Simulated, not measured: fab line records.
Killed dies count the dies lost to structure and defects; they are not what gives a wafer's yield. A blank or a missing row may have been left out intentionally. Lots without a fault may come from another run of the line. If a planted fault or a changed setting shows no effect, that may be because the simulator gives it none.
3 desks, one fault -- flow n5_finfet -- numbers are kept per desk, each desk with only its own; the story behind them comes last

## AT THE METROLOGY DESK
Means of the sampled wafers that have a number, per lot and without regard to the tool the lot ran on: this is what the gauges read. A lot is out of limits, marked OUT, if its mean lies more than 4 standard deviations from the usual mean; the brackets give that distance.
Columns: A = M11_ILD_THK at N5_BEOL_M11_THK_MEAS_01, usual 268 nm
lot,first seen here,A
L506,day 10 04:26,266
L507,day 10 06:43,266
L514,day 12 12:16,262
L516,day 13 01:56,257
L521,day 13 20:19,269
L520,day 13 20:58,268
L523,day 14 06:55,270
L528,day 15 17:28,270
L525,day 15 18:21,266
L527,day 15 19:05,265
This desk's finding: nothing out of limits on any of the 10 lots.

## TOOL OWNER'S DESK, pecvd-01
The tool's own readings at N5_BEOL_M11_ILD_DEP_00 (deposits SiCOH lowk from DEMS/porogen, target thk 308.51 nm, time 58 s): means of the sampled wafers that have a number, for each lot that ran on this tool. A lot is out of limits, marked OUT, if its mean lies more than 4 standard deviations from the usual mean; the brackets give that distance.
Columns: A = heater_power_w at N5_BEOL_M11_ILD_DEP_00, usual 356 W; B = showerhead_plenum_p_Torr at N5_BEOL_M11_ILD_DEP_00, usual 5.741 Torr; C = susceptor_temp_C at N5_BEOL_M11_ILD_DEP_00, usual 300.01 C; D = throttle_valve_pct at N5_BEOL_M11_ILD_DEP_00, usual 13.7 %
lot,first seen here,A,B,C,D
L507,day 10 06:08,363,5.738,299.97,13.2
L514,day 12 11:39,353,5.739,304.98 (+24) OUT,13.0
L516,day 13 01:21,388,5.747,305.14 (+24) OUT,13.3
This desk finds L514, L516 out of limits, L514 being first, at day 12 11:39 (susceptor_temp_C at N5_BEOL_M11_ILD_DEP_00). Within limits: L507.

## THE DEFECT DESK
Per lot, the means of the sampled wafers with a number show what the inspections along the route counted. A lot is out of limits, marked OUT, if its mean lies more than 4 standard deviations from the usual mean; the brackets give that distance.
Columns: A = raw_defect_count at N5_BEOL_M10_INSPECT_30, usual 399
lot,first seen here,A
L506,day 10 00:46,497
L507,day 10 03:07,338
L514,day 12 06:56,395
L516,day 12 22:11,370
L521,day 13 16:58,368
L520,day 13 17:08,404
L523,day 14 02:56,445
L528,day 15 12:31,470
L525,day 15 12:52,408
L527,day 15 14:59,438
This desk's finding: nothing out of limits on any of the 10 lots.

## PUT TOGETHER
The tool owner's desk had the chance to raise an alarm at day 12 11:39 on L514, L516.
The metrology desk saw nothing out of limits.
The defect desk saw nothing out of limits.
The metrology desk has L514, L516 on record, within its limits.
The defect desk has L514, L516 on record, within its limits.
All the named lots went through N5_BEOL_M11_ILD_DEP_00 on pecvd-01.

## WHAT THE SIMULATOR HAD PUT IN
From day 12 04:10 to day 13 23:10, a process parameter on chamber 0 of pecvd-01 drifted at N5_BEOL_M11_ILD_DEP_00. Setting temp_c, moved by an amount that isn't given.
Shown lots that were struck: L514, L516.
Delay in hours, fault start to first out-of-limits reading, by desk: the tool owner's desk at 7.
